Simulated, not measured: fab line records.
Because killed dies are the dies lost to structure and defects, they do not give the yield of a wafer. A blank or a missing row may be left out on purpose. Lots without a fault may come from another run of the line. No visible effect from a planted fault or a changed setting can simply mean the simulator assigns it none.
What tool caused it? -- flow nandHarc -- at 1 step of a route of 1159, 13 lots with 39 wafers sampled

== WHAT THE GAUGES SHOWED, per wafer ==
NHARC_A_BONDPAD_OVL_MEAS_35.
lot,measured,on,overlayXNm (nm),overlayYNm (nm)
L124,day 18 06:04,overlay-02,-4 -4 -4,-1 0 0
L123,day 18 06:34,overlay-02,1 1 1,8 8 8
L125,day 18 15:40,overlay-02,3 3 3,-7 -7 -6
L126,day 18 15:56,overlay-02,0 0 0,0 0 0
L127,day 18 23:57,overlay-02,7 6 6,11 12 11
L128,day 19 10:02,overlay-02,-9 -9 -9,6 5 5
L129,day 19 16:44,overlay-01,14 14 13,2 2 3
L137,day 22 05:47,overlay-02,3 3 3,1 2 2
L140,day 22 19:34,overlay-02,-7 -7 -7,-3 -4 -3
L141,day 22 22:40,overlay-01,0 0 0,6 6 5
L142,day 23 05:19,overlay-02,3 3 3,0 1 0
L144,day 23 09:04,overlay-01,11 11 11,3 3 4
L145,day 23 19:34,overlay-01,-11 -10 -10,10 9 10

== WHAT TOOL EACH LOT RAN ON (gives the tool, then ch and the chambers of the sampled wafers, and finally the start) ==
There is no process step in the record ahead of these readings.

== WHAT THE TOOLS THEMSELVES READ (means of the sampled wafers that have a number; where no wafer has one, the mark that the record gives instead) ==
The record holds no such reading with a usual standard deviation.

== THE ANSWER, worked out from the rows above alone ==
Rule: what is usual is taken from the lots themselves. Put in order of their means at a reading, lots are off if they are a third of the lots or fewer, leave a main group of 4 or more, and stand apart from it by a gap of 3 or more times the standard deviation of the main group's means; of several such gaps the widest counts. A main group is skipped when, at the precision printed for the reading in the tables above, its means are all equal. A lot without any number at a reading at which 4 lots or more have one is off too. Any other lot the step has rows for is counted as sound. Order of review: gauges by route order, followed by the tools' own readings, for which a lot's mean as printed above is used. At the first step where some lot is off, the reading lying furthest off is the one used; lots without a number count as furthest.
Nothing can be told from this: no lot is off at any reading shown.

== WHAT THE SIMULATOR PUT IN ==
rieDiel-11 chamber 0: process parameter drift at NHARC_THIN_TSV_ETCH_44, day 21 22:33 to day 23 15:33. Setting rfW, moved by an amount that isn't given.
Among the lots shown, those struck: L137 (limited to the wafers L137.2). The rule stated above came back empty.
